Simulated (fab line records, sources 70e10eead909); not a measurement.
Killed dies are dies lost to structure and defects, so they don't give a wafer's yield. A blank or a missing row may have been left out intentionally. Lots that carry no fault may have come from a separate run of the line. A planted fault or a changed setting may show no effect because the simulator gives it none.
What tool caused it? | flow nand harc | Sampling: 13 lots, 39 wafers, 5 of 1302 route steps

== WHAT EACH GAUGE READ, for each wafer ==
NHARC_END_SORT_01. Usual: killed at array 63, standard deviation 18; killed at other 1.1, standard deviation 1.3; killed at periphery 4.3, standard deviation 2.8; killed dies 68, standard deviation 18; killed open 3.3, standard deviation 2; killed short 2.4, standard deviation 1.6.
lot  | measured     | on        | killed at array | killed at other | killed at periphery | killed dies | killed open | killed short | flag
L500 | day 31 01:16 | prober-01 | 72 64 76        | 1 1 0           | 29 8 9              | 102 73 85   | 4 1 3       | 2 1 1        | OFF
L501 | day 31 09:53 | prober-02 | 65 82 65        | 3 4 2           | 20 22 3             | 88 108 70   | 6 2 6       | 2 7 4        | OFF

== WHICH TOOL RAN EACH LOT (tool, then ch and the chambers of the sampled wafers, then the start) ==
lot  | NHARC_P_CONTACT_CVD_23        | NHARC_THIN_TSV_ETCHBACK_48         | NHARC_THIN_TSV_DEGAS_49      | NHARC_THIN_TSV_ANNEAL_52
L494 | cvd w-02 ch 0,1, day 5 23:08  | rie diel-09 ch 0,1,2, day 23 07:12 | pvd sputter-02, day 23 07:49 | rtp anneal-01 ch 0, day 23 08:59
L495 | cvd w-01 ch 0,1, day 6 07:34  | rie diel-09 ch 0,2,3, day 24 13:37 | pvd sputter-01, day 24 14:07 | rtp anneal-02 ch 0, day 24 15:26
L497 | cvd w-01 ch 0,1, day 7 11:45  | rie diel-09 ch 0,1, day 25 03:45   | pvd sputter-01, day 25 04:17 | rtp anneal-01 ch 0, day 25 05:34
L498 | cvd w-02 ch 0,1, day 7 12:04  | rie diel-13 ch 0,3, day 25 02:43   | pvd sputter-03, day 25 03:15 | rtp anneal-02 ch 0, day 25 04:31
L499 | cvd w-02 ch 0,1, day 7 21:23  | rie diel-13 ch 1,2, day 25 05:01   | pvd sputter-02, day 25 05:32 | rtp anneal-01 ch 0, day 25 06:54
L500 | cvd w-02 ch 0,1, day 8 13:29  | rie diel-05 ch 1,3, day 30 10:18   | pvd sputter-02, day 30 10:48 | rtp anneal-01 ch 0, day 30 11:59
L501 | cvd w-02 ch 0,1, day 8 18:38  | rie diel-13 ch 0,1,3, day 30 09:13 | pvd sputter-01, day 30 09:45 | rtp anneal-02 ch 0, day 30 10:59
L509 | cvd w-02 ch 0, day 12 02:03   | rie diel-09 ch 0,2, day 30 22:21   | pvd sputter-02, day 30 22:50 | rtp anneal-01 ch 0, day 31 00:01
L511 | cvd w-02 ch 0,1, day 12 20:08 | rie diel-09 ch 2,3, day 30 20:02   | pvd sputter-03, day 30 20:34 | rtp anneal-01 ch 0, day 30 21:52
L512 | cvd w-02 ch 0,1, day 13 16:10 | rie diel-05 ch 0,1,3, day 31 09:56 | pvd sputter-01, day 31 10:23 | rtp anneal-01 ch 0, day 31 11:35
L513 | cvd w-02 ch 1, day 13 20:40   | rie diel-13 ch 0,2, day 32 05:28   | pvd sputter-01, day 32 06:01 | rtp anneal-01 ch 0, day 32 07:13
L516 | cvd w-01 ch 0,1, day 15 04:35 | rie diel-09 ch 1,2,3, day 33 04:50 | pvd sputter-03, day 33 05:20 | rtp anneal-01 ch 0, day 33 06:38
L517 | cvd w-01 ch 0,1, day 15 21:35 | rie diel-09 ch 1,2,3, day 34 03:04 | pvd sputter-02, day 34 03:34 | rtp anneal-02 ch 0, day 34 04:46
- NHARC_P_CONTACT_CVD_23: deposits W, target thk 200 nm, time 557 s.
- NHARC_THIN_TSV_ETCHBACK_48: etches the open film in C4F8/Ar, target depth 1028.5 nm, time 405.17 s.
- NHARC_THIN_TSV_DEGAS_49: time 120 s.
- NHARC_THIN_TSV_ANNEAL_52: time 90 s.

== AS READ BY THE TOOLS THEMSELVES (means over the sampled wafers that have a number; for cases with no such wafer, the mark the record gives instead) ==
NHARC_P_CONTACT_CVD_23. Usual: heater power w 409 W, standard deviation 32; mfc h2 sccm 1601 sccm, standard deviation 4.8; throttle valve pct 7.85 %, standard deviation 0.18.
lot  | tool     | heater power w (W) | mfc h2 sccm (sccm) | throttle valve pct (%) | flag
L494 | cvd w-02 | 384                | 1599               | 7.75                   |
L495 | cvd w-01 | 433                | 1602               | 8.01                   |
L497 | cvd w-01 | 438                | 1602               | 8.14                   |
L498 | cvd w-02 | 384                | 1598               | 7.92                   |
L499 | cvd w-02 | 386                | 1603               | 7.87                   |
L500 | cvd w-02 | 382                | 1597               | 8.01                   |
L501 | cvd w-02 | 386                | 1600               | 7.98                   |
L509 | cvd w-02 | 387                | 1597               | 7.97                   |
L511 | cvd w-02 | 399                | 1593               | 7.92                   |
L512 | cvd w-02 | 394                | 1607               | 7.98                   |
L513 | cvd w-02 | 394                | 1605               | 7.87                   |
L516 | cvd w-01 | 455                | 1601               | 7.69                   |
L517 | cvd w-01 | 428                | 1604               | 7.84                   |

NHARC_THIN_TSV_ETCHBACK_48. Usual: bias w 300.1 W, standard deviation 0.96; oes product au 0.95 a.u., standard deviation 0.034; rf vpp V 545 V, standard deviation 3.4.
lot  | tool        | bias w (W) | oes product au (a.u.) | rf vpp V (V) | flag
L494 | rie diel-09 | 299.8      | 0.91                  | 544          |
L495 | rie diel-09 | 300.1      | 0.94                  | 543          |
L497 | rie diel-09 | 299.6      | 0.92                  | 545          |
L498 | rie diel-13 | 300.2      | 0.92                  | 547          |
L499 | rie diel-13 | 300.1      | 0.92                  | 546          |
L500 | rie diel-05 | 299.8      | 1.00                  | 544          |
L501 | rie diel-13 | 300.7      | 0.99                  | 548          |
L509 | rie diel-09 | 299.5      | 0.99                  | 543          |
L511 | rie diel-09 | 299.4      | 0.97                  | 542          |
L512 | rie diel-05 | 300.3      | 0.93                  | 546          |
L513 | rie diel-13 | 300.1      | 0.99                  | 543          |
L516 | rie diel-09 | 299.8      | 0.96                  | 543          |
L517 | rie diel-09 | 300.5      | 0.93                  | 543          |

NHARC_THIN_TSV_DEGAS_49. Usual: heater power w 494 W, standard deviation 45.
lot  | tool           | heater power w (W) | flag
L494 | pvd sputter-02 | 474                |
L495 | pvd sputter-01 | 513                |
L497 | pvd sputter-01 | 518                |
L498 | pvd sputter-03 | 471                |
L499 | pvd sputter-02 | 456                |
L500 | pvd sputter-02 | 414                |
L501 | pvd sputter-01 | 510                |
L509 | pvd sputter-02 | 503                |
L511 | pvd sputter-03 | 493                |
L512 | pvd sputter-01 | 495                |
L513 | pvd sputter-01 | 504                |
L516 | pvd sputter-03 | 492                |
L517 | pvd sputter-02 | 483                |

NHARC_THIN_TSV_ANNEAL_52. Usual: anneal temp c 224.97 C, standard deviation 0.17; anneal temp c max 225.61, standard deviation 0.21; wafer_temp_C_max 225.89, standard deviation 0.22.
lot  | tool          | anneal temp c (C) | anneal temp c max | wafer_temp_C_max | flag
L494 | rtp anneal-01 | 225.01            | 225.56            | 226.06           |
L495 | rtp anneal-02 | 225.15            | 225.84            | 225.90           |
L497 | rtp anneal-01 | 224.79            | 225.36            | 225.99           |
L498 | rtp anneal-02 | 224.96            | 225.80            | 226.26           |
L499 | rtp anneal-01 | 224.87            | 225.45            | 225.87           |
L500 | rtp anneal-01 | 225.00            | 225.58            | 225.62           |
L501 | rtp anneal-02 | 224.83            | 225.70            | 225.99           |
L509 | rtp anneal-01 | 224.98            | 225.59            | 225.90           |
L511 | rtp anneal-01 | 224.93            | 225.57            | 225.98           |
L512 | rtp anneal-01 | 225.05            | 225.58            | 225.95           |
L513 | rtp anneal-01 | 224.86            | 225.49            | 225.57           |
L516 | rtp anneal-01 | 225.03            | 225.48            | 225.93           |
L517 | rtp anneal-02 | 224.92            | 225.81            | 225.88           |

== THE ANSWER, worked out from the rows above alone ==
Rule: take the mean of a lot's wafers that have a number; if it is more than 3 standard deviations from the usual mean, the lot is off. Also off: a lot with no number at a reading for which 4 or more lots have one. All remaining lots with rows at the step are treated as sound. Order of review: gauges by route order, followed by the tools' own readings, for which a lot's mean as printed above is used. The first step at which some lot is off is used, and at that step the reading that is off furthest; a lot without a number counts as furthest.
Off: L500, L501, at NHARC_END_SORT_01 (killed at periphery). Neither off nor sound, because the step has no rows for them: L494, L495, L497, L498, L499, L509, L511, L512, L513, L516, L517.
A tool fits if, at a process step before that reading, it ran every lot that is off, and no sound lot after the first of them. Those tools and the gauges at NHARC_END_SORT_01 are tried in the same way. One fits: cvd w-02 at NHARC_P_CONTACT_CVD_23. It ran no sound lot before its first lot that is off in this sample, so the start can't be narrowed down.

== WHAT WAS PUT IN BY THE SIMULATOR ==
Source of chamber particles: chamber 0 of cvd w-02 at NHARC_P_CONTACT_CVD_23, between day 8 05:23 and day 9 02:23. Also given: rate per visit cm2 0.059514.
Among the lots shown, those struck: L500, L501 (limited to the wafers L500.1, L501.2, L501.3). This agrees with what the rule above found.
